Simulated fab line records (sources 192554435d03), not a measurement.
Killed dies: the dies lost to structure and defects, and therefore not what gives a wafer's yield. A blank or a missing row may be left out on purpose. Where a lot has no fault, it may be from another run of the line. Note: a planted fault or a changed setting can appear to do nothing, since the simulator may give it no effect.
fab line records -- flow n5Finfet
record lots=7, wafers=21
route steps=1938 shown BEOL_M11@1541 BEOL_M12@1602
startH: the number of hours between the record's first day and the start of the first shown wafer of the lot -- waitH: how many hours have passed since the lot's step before this one -- " as in the row above -- L1.1+2: several wafers, shown together as one row -- - no value, or no start was given -- * or withheld: withheld -- < > ~ a bound
route shown NAME@n: a module of which the file shows steps, and the number in the route of the first -- usual: the fault-free wafers' mean and standard deviation -- same: alike in all rows -- chamber/n: place in a boat -- sites: per-site readings -- _std_site: the values' standard deviation -- _edge_site: inner sites' mean taken away from outer sites' mean -- radiusMm: for every site, how far away it sits from the centre of the wafer -- mask NAME#n: copy n -- behind: the most recent tool/chamber to have shaped the wafer -- hold: reason for holding the lot/hours on hold/outcome of the hold -- device: whichever transistor did not switch (one of n, p or np) -- end of line: the tests these same wafers got at the end of their route -- where a step has no rows: the recipe by itself -- killed: dies that structure and defects cost at the first sort, which is not the same as the wafer's yield -- map: a wafer's dies, x killed, . not, _ none there
set.NAME: the setting that was run; set.NAME@STEP: the one run at that earlier step -- model.NAME: the simulator's own value behind a step, which no gauge read
lots where settings were altered on purpose, with a table for each step and a row for each wafer
## steps
# step N5_BEOL_M11_COAT_59
# recipe resist=SOC, tempC=250, timeS=60, spinRpm=1500, resistThkNm=100
lot.wafer,tool,chamber,startH,waitH,set.spinRpm,model.SOC_of_BEOL_M11_COAT_59.thkNm
L074.3,lithoTrack-02,0,224.31,0.1,1593,97.2
L074.5,lithoTrack-02,0,224.31,0.1,1500,99.8
L074.6,lithoTrack-02,0,224.31,0.1,1500,100
L078.2+5,lithoTrack-02,0,249.66,0.1,1500,100.2
L078.6,lithoTrack-02,0,249.66,0.1,1500,100
L079.1,lithoTrack-05,0,310.56,0.1,1617,96.4
L079.2,lithoTrack-05,0,310.56,0.1,1500,100.4
L079.3,lithoTrack-05,0,310.56,0.1,1617,96.6
L085.1+6,lithoTrack-05,0,313.85,0.1,1500,100.8
L085.3,lithoTrack-05,0,313.85,0.1,1647,96
L096.2+3+6,lithoTrack-03,0,377.65,0.1,1500,100.2
L094.4,lithoTrack-05,0,386.18,0.1,1611,96.8
L094.5,lithoTrack-05,0,386.18,0.1,1500,100.2
L094.6,lithoTrack-05,0,386.18,0.1,1500,100.4
L097.2,lithoTrack-02,0,388.23,0.1,1500,100
L097.3,lithoTrack-02,0,388.23,0.1,1616,96.4
L097.4,lithoTrack-02,0,388.23,0.1,1500,100.2
# step N5_BEOL_M11_COAT_60
# recipe resist=SiARC, tempC=220, timeS=60, spinRpm=1500, resistThkNm=30
# step N5_BEOL_M11_COAT_05
# recipe resist=CAR-ArF, spinRpm=1500, resistThkNm=90
# step N5_BEOL_M11_DESCUM_16
# recipe chemistry=O2, timeS=7.9, sourcePowerW=50, biasPowerW=20, pressureMtorr=20, rfFrequencyHz=2.712e+07, tempC=40, resist=CAR-ArF, o2FlowSccm=225
# step N5_BEOL_M11_ETCH_61
# recipe chemistry=CF4, target=SiARC, targetDepthA=390, maskMaterial=CAR-ArF, timeS=65, ionEnergyEv=80, pressureMtorr=40, sourceW=545, biasW=36, Ar_flow_sccm=100, cf4FlowSccm=100, ends=cleared
# step N5_BEOL_M11_ETCH_62
# recipe chemistry=N2/H2, target=SOC, targetDepthA=1100, overetchA=220, maskMaterial=SiARC, tempC=40, timeS=165, ionEnergyEv=200, pressureMtorr=30, sourceW=840, biasW=150, n2FlowSccm=200, h2FlowSccm=200
lot.wafer,tool,chamber,startH,waitH,set.spinRpm@BEOL_M11_COAT_59,model.etch.depthNm
L074.3,rieDiel-05,1,225.15,0.0,1593,97.12
L074.5,rieDiel-05,3,225.15,0.0,1500,99.88
L074.6,rieDiel-05,0,225.15,0.0,1500,99.93
L078.2,rieDiel-03,1,250.70,0.0,1500,100.2
L078.5,rieDiel-03,2,250.70,0.0,1500,100.1
L078.6,rieDiel-03,1,250.70,0.0,1500,100
L079.1,rieDiel-05,1,311.05,0.0,1617,96.41
L079.2,rieDiel-05,3,311.05,0.0,1500,100.3
L079.3,rieDiel-05,0,311.05,0.0,1617,96.62
L085.1,rieDiel-06,2,314.39,0.0,1500,100.8
L085.3,rieDiel-06,1,314.39,0.0,1647,96.06
L085.6,rieDiel-06,2,314.39,0.0,1500,100.7
L096.2,rieDiel-03,0,378.11,0.0,1500,100.3
L096.3,rieDiel-03,2,378.11,0.0,1500,100.1
L096.6,rieDiel-03,2,378.11,0.0,1500,100.2
L094.4,rieDiel-05,2,386.59,0.0,1611,96.75
L094.5,rieDiel-05,0,386.59,0.0,1500,100.3
L094.6,rieDiel-05,1,386.59,0.0,1500,100.4
L097.2,rieDiel-05,1,388.93,0.0,1500,99.91
L097.3,rieDiel-05,0,388.93,0.0,1616,96.35
L097.4,rieDiel-05,3,388.93,0.0,1500,100.2
# step N5_BEOL_M11_STRIP_68
# recipe chemistry=N2/H2, tempC=40, n2FlowSccm=200, h2FlowSccm=200, rfFrequencyHz=6e+07
# step N5_BEOL_M11_STRIP_67
# recipe chemistry=CF4, resist=SiARC, powerW=300, biasPowerW=75, pressureMtorr=50, cf4FlowSccm=150, rfFrequencyHz=6e+07
# step N5_BEOL_M11_HM_OPEN_17
# recipe chemistry=Cl2/BCl3, targetDepthA=200, overetchA=60, target=TiN, maskMaterial=SOC, ionEnergyEv=150, pressureMtorr=10, icpW=1000, biasW=126, Cl2_flow_sccm=53.25, bcl3FlowSccm=21.75, Ar_flow_sccm=25
lot.wafer,tool,chamber,startH,waitH,set.spinRpm@BEOL_M11_COAT_59,model.SOC_of_BEOL_M11_COAT_59.thkNm
L074.3,rieMetal-03,1,225.37,0.1,1593,89.4
L074.5,rieMetal-03,0,225.37,0.1,1500,91.8
L074.6,rieMetal-03,1,225.37,0.1,1500,92.2
L078.2+5+6,rieMetal-01,"0,0,1",250.89,0.0,1500,92.2
L079.1,rieMetal-02,0,311.24,0.0,1617,88.8
L079.2,rieMetal-02,1,311.24,0.0,1500,92.6
L079.3,rieMetal-02,0,311.24,0.0,1617,89
L085.1,rieMetal-01,1,314.58,0.0,1500,93
L085.3,rieMetal-01,1,314.58,0.0,1647,88.4
L085.6,rieMetal-01,0,314.58,0.0,1500,92.8
L096.2+3+6,rieMetal-01,1,378.33,0.1,1500,92.4
L094.4,rieMetal-02,1,386.81,0.1,1611,89.2
L094.5+6,rieMetal-02,"1,0",386.81,0.1,1500,92.8
L097.2,rieMetal-03,0,389.12,0.0,1500,91.8
L097.3,rieMetal-03,0,389.12,0.0,1616,88.2
L097.4,rieMetal-03,1,389.12,0.0,1500,92.6
# step N5_BEOL_M11_DEP_56
# recipe material=SiCN, targetThkA=300, tempC=withheld, precursor=3MS/NH3, pressureTorr=3, rfW=675, timeS=10.5
lot.wafer,tool,chamber,startH,waitH,set.timeS,model.SiCN_of_BEOL_M11_DEP_56.thkNm
L074.3,pecvd-03,1,230.12,0.0,11.55,32.2
L074.5,pecvd-03,0,230.12,0.0,11.55,32.8
L074.6,pecvd-03,1,230.12,0.0,10.5,29.6
L078.2,pecvd-01,2,256.96,0.0,10.5,29.6
L078.5,pecvd-01,0,256.96,0.0,10.5,31
L078.6,pecvd-01,1,256.96,0.0,10.5,29.8
L079.1,pecvd-03,2,317.52,0.0,10.5,30
L079.2,pecvd-03,1,317.52,0.0,10.5,29.6
L079.3,pecvd-03,0,317.52,0.0,10.5,30.2
L085.1,pecvd-02,1,320.14,0.0,11.12,31.6
L085.3,pecvd-02,0,320.14,0.0,11.12,31.4
L085.6,pecvd-02,2,320.14,0.0,10.5,30.6
L096.2,pecvd-03,0,385.13,0.0,10.5,29.8
L096.3,pecvd-03,2,385.13,0.0,11.88,34.2
L096.6,pecvd-03,2,385.13,0.0,10.5,31
L094.4,pecvd-02,0,392.52,0.0,8.977,25.8
L094.5,pecvd-02,0,392.52,0.0,10.5,30.2
L094.6,pecvd-02,2,392.52,0.0,8.977,26.4
L097.2,pecvd-03,2,393.35,0.0,11.79,33.6
L097.3,pecvd-03,0,393.35,0.0,11.79,33.2
L097.4,pecvd-03,2,393.35,0.0,10.5,30
# step N5_BEOL_M12_ILD_DEP_00
# recipe material=SiOC, targetThkA=6589.2, tempC=350, precursor=DEMS/O2, pressureTorr=5, rfW=500, timeS=130.7
lot.wafer,tool,chamber,startH,waitH,set.timeS,model.SiOC_of_BEOL_M12_ILD_DEP_00.thkNm
L074.3,pecvd-01,1,230.24,0.0,130.7,648.4
L074.5,pecvd-01,2,230.24,0.0,130.7,663.4
L074.6,pecvd-01,1,230.24,0.0,130.7,656.6
L078.2,pecvd-01,0,257.09,0.0,130.7,660.4
L078.5,pecvd-01,2,257.09,0.0,130.7,668.6
L078.6,pecvd-01,0,257.09,0.0,130.7,664
L079.1,pecvd-04,2,317.64,0.0,130.7,655.2
L079.2,pecvd-04,0,317.64,0.0,130.7,671
L079.3,pecvd-04,1,317.64,0.0,130.7,660.6
L085.1,pecvd-04,1,320.27,0.0,130.7,657.4
L085.3,pecvd-04,0,320.27,0.0,130.7,654.8
L085.6,pecvd-04,2,320.27,0.0,130.7,665.4
L096.2,pecvd-04,2,385.26,0.0,130.7,651
L096.3,pecvd-04,0,385.26,0.0,137.7,690.2
L096.6,pecvd-04,0,385.26,0.0,137.7,704.2
L094.4,pecvd-04,1,392.70,0.1,130.7,678.2
L094.5,pecvd-04,2,392.70,0.1,130.7,666.4
L094.6,pecvd-04,0,392.70,0.1,130.7,673.4
L097.2,pecvd-01,0,393.47,0.0,150.2,741.4
L097.3,pecvd-01,2,393.47,0.0,130.7,660.4
L097.4,pecvd-01,2,393.47,0.0,130.7,660.2
# step N5_BEOL_M12_THK_MEAS_01
# recipe reads=SiOC_of_BEOL_M12_ILD_DEP_00
# usual M12_ILD_THK=662/9
lot.wafer,tool,chamber,startH,waitH,set.timeS@BEOL_M12_ILD_DEP_00,M12_ILD_THK[nm]
L074.3,filmMetro-01,-,230.37,0.1,130.7,648
L074.5,filmMetro-01,-,230.37,0.1,130.7,664
L074.6,filmMetro-01,-,230.37,0.1,130.7,657
L078.2,filmMetro-01,-,257.22,0.1,130.7,661
L078.5,filmMetro-01,-,257.22,0.1,130.7,668
L078.6,filmMetro-01,-,257.22,0.1,130.7,665
L079.1,filmMetro-02,-,317.78,0.1,130.7,655
L079.2,filmMetro-02,-,317.78,0.1,130.7,671
L079.3,filmMetro-02,-,317.78,0.1,130.7,660
L085.1,filmMetro-01,-,320.40,0.1,130.7,657
L085.3,filmMetro-01,-,320.40,0.1,130.7,655
L085.6,filmMetro-01,-,320.40,0.1,130.7,665
L096.2,filmMetro-01,-,385.39,0.1,130.7,651
L096.3,filmMetro-01,-,385.39,0.1,137.7,690
L096.6,filmMetro-01,-,385.39,0.1,137.7,704
L094.4,filmMetro-02,-,392.78,0.0,130.7,678
L094.5,filmMetro-02,-,392.78,0.0,130.7,666
L094.6,filmMetro-02,-,392.78,0.0,130.7,674
L097.2,filmMetro-02,-,393.61,0.1,150.2,741
L097.3,filmMetro-02,-,393.61,0.1,130.7,660
L097.4,filmMetro-02,-,393.61,0.1,130.7,661
# step N5_BEOL_M12_COAT_58
# recipe resist=BARC, tempC=205, timeS=60, spinRpm=1500, resistThkNm=89
# step N5_BEOL_M12_COAT_04
# recipe spinRpm=1625, resistThkNm=400
# step N5_BEOL_M12_DESCUM_15
# recipe chemistry=O2, timeS=7.9, sourcePowerW=50, biasPowerW=20, pressureMtorr=20, rfFrequencyHz=2.712e+07, tempC=40, o2FlowSccm=225
# step N5_BEOL_M12_ETCH_59
# recipe chemistry=N2/H2, target=BARC, targetDepthA=890, overetchA=267, timeS=67.9, ionEnergyEv=200, pressureMtorr=30, sourceW=840, biasW=150, n2FlowSccm=200, h2FlowSccm=200
# step N5_BEOL_M12_VIA_ETCH_16
# recipe chemistry=C4F8/O2/Ar, target=SiOC, pressureMtorr=30, sourceW=3000, biasW=700, Ar_flow_sccm=400, C4F8_flow_sccm=15, O2_flow_sccm=8, heInnerTorr=15, heOuterTorr=30, targetDepthA=7248, timeS=withheld, ionEnergyEv=250, ends=cleared
lot.wafer,tool,chamber,startH,waitH,set.timeS@BEOL_M12_ILD_DEP_00,model.etch.depthNm,model.coat_of_BEOL_M12_COAT_04.thkNm
L074.3,rieDiel-02,3,230.87,0.0,*,648.3,128.6
L074.5,rieDiel-02,0,230.87,0.0,*,663.4,124.4
L074.6,rieDiel-02,3,230.87,0.0,*,656.6,125.6
L078.2,rieDiel-01,1,257.72,0.0,*,660.5,121.4
L078.5,rieDiel-01,0,257.72,0.0,*,668.6,119
L078.6,rieDiel-01,3,257.72,0.0,*,664.1,124.2
L079.1,rieDiel-01,0,318.43,0.0,*,655.2,122.6
L079.2,rieDiel-01,1,318.43,0.0,*,671,120
L079.3,rieDiel-01,3,318.43,0.0,*,660.5,123.4
L085.1,rieDiel-02,2,321.00,0.0,*,657.3,122.2
L085.3,rieDiel-02,3,321.00,0.0,*,654.7,125.6
L085.6,rieDiel-02,0,321.00,0.0,*,665.4,123.4
L096.2,rieDiel-01,2,386.67,0.0,*,651,126.4
L096.3,rieDiel-01,0,386.67,0.0,*,690.2,112.8
L096.6,rieDiel-01,0,386.67,0.0,*,704.2,109.8
L094.4,rieDiel-01,3,393.26,0.0,*,678.2,119.6
L094.5,rieDiel-01,3,393.26,0.0,*,666.4,122.6
L094.6,rieDiel-01,2,393.26,0.0,*,673.4,119.6
L097.2,rieDiel-02,0,394.21,0.0,*,741.4,96.6
L097.3,rieDiel-02,3,394.21,0.0,*,660.3,123
L097.4,rieDiel-02,1,394.21,0.0,*,660.2,121.6
# step N5_BEOL_M12_STRIP_63
# recipe chemistry=N2/H2, powerW=1000, tempC=250, h2Frac=0.65, overashFraction=0.3, pressureMtorr=1000, n2FlowSccm=1750, h2FlowSccm=3250
# usual stripTimeToEndpointS=42.4/0.89
lot.wafer,tool,chamber,startH,waitH,set.timeS@BEOL_M12_ILD_DEP_00,stripTimeToEndpointS
L074.3,plasmaAsher-02,1,231.09,-,130.7,44.0
L074.5,plasmaAsher-02,1,231.09,-,130.7,42.9
L074.6,plasmaAsher-02,0,231.09,-,130.7,43.2
L078.2,plasmaAsher-02,0,257.92,-,130.7,42.1
L078.5,plasmaAsher-02,0,257.92,-,130.7,41.4
L078.6,plasmaAsher-02,1,257.92,-,130.7,42.8
L079.1,plasmaAsher-02,0,318.63,-,130.7,42.4
L079.2,plasmaAsher-02,1,318.63,-,130.7,41.6
L079.3,plasmaAsher-02,0,318.63,-,130.7,42.6
L085.1,plasmaAsher-02,1,321.20,-,130.7,42.3
L085.3,plasmaAsher-02,0,321.20,-,130.7,43.2
L085.6,plasmaAsher-02,0,321.20,-,130.7,42.6
L096.2,plasmaAsher-02,0,386.87,-,130.7,43.4
L096.3,plasmaAsher-02,0,386.87,-,137.7,39.7
L096.6,plasmaAsher-02,1,386.87,-,137.7,38.9
L094.4,plasmaAsher-02,1,393.48,-,130.7,41.6
L094.5,plasmaAsher-02,0,393.48,-,130.7,42.4
L094.6,plasmaAsher-02,1,393.48,-,130.7,41.6
L097.2,plasmaAsher-01,0,394.41,-,150.2,35.2
L097.3,plasmaAsher-01,0,394.41,-,130.7,42.5
L097.4,plasmaAsher-01,1,394.41,-,130.7,42.1
# step N5_BEOL_M12_ETCH_68
# recipe chemistry=N2/H2, target=SOC, maskMaterial=SiARC, sourceW=3000, biasW=350, tempC=40, timeS=285, ionEnergyEv=200, pressureMtorr=30, n2FlowSccm=200, h2FlowSccm=200
lot.wafer,tool,chamber,startH,waitH,set.timeS,model.SiARC_of_BEOL_M12_COAT_66.thkNm
L074.3,rieDiel-02,3,232.00,0.1,285,85.8
L074.5,rieDiel-02,2,232.00,0.1,221.2,91
L074.6,rieDiel-02,1,232.00,0.1,285,85.6
L078.2,rieDiel-01,3,258.73,0.1,285,85.6
L078.5,rieDiel-01,1,258.73,0.1,285,85
L078.6,rieDiel-01,0,258.73,0.1,285,85.8
L079.1,rieDiel-01,1,319.43,0.1,330.7,82
L079.2,rieDiel-01,2,319.43,0.1,330.7,82.4
L079.3,rieDiel-01,0,319.43,0.1,285,86.4
L085.1,rieDiel-01,2,322.13,0.1,285,85.6
L085.3,rieDiel-01,0,322.13,0.1,303.1,84.8
L085.6,rieDiel-01,0,322.13,0.1,303.1,84.4
L096.2,rieDiel-04,3,387.80,0.1,285,86
L096.3,rieDiel-04,0,387.80,0.1,329.6,81.4
L096.6,rieDiel-04,2,387.80,0.1,329.6,82
L094.4,rieDiel-04,0,394.26,0.1,285,85.8
L094.5+6,rieDiel-04,"2,3",394.26,0.1,285,86.2
L097.2+3,rieDiel-04,"1,3",396.46,0.1,337.5,82
L097.4,rieDiel-04,2,396.46,0.1,337.5,81.8
## key
split step=N5_BEOL_M11_COAT_59, setting=spinRpm, stated=1500, by=wafer
response step=N5_BEOL_M11_COAT_59, reading=model.SOC_of_BEOL_M11_COAT_59.thkNm, change=-0.48, per=1%, r=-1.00
response step=N5_BEOL_M11_ETCH_62, reading=model.etch.depthNm, change=-0.478, per=1%, r=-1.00
response step=N5_BEOL_M11_HM_OPEN_17, reading=model.SOC_of_BEOL_M11_COAT_59.thkNm, change=-0.473, per=1%, r=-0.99
split step=N5_BEOL_M11_DEP_56, setting=timeS, stated=10.5, by=wafer
response step=N5_BEOL_M11_DEP_56, reading=model.SiCN_of_BEOL_M11_DEP_56.thkNm, change=+0.277, per=1%, r=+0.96
split step=N5_BEOL_M12_ILD_DEP_00, setting=timeS, stated=130.7, by=wafer
response step=N5_BEOL_M12_ILD_DEP_00, reading=model.SiOC_of_BEOL_M12_ILD_DEP_00.thkNm, change=+5.8, per=1%, r=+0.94
response step=N5_BEOL_M12_THK_MEAS_01, reading=M12_ILD_THK, change=+5.78, per=1%, r=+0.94
response step=N5_BEOL_M12_VIA_ETCH_16, reading=model.etch.depthNm, change=+5.81, per=1%, r=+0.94
response step=N5_BEOL_M12_VIA_ETCH_16, reading=model.coat_of_BEOL_M12_COAT_04.thkNm, change=-1.85, per=1%, r=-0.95
response step=N5_BEOL_M12_STRIP_63, reading=stripTimeToEndpointS, change=*, per=1%, r=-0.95
split step=N5_BEOL_M12_ETCH_68, setting=timeS, stated=285, by=wafer
response step=N5_BEOL_M12_ETCH_68, reading=model.SiARC_of_BEOL_M12_COAT_66.thkNm, change=-0.249, per=1%, r=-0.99
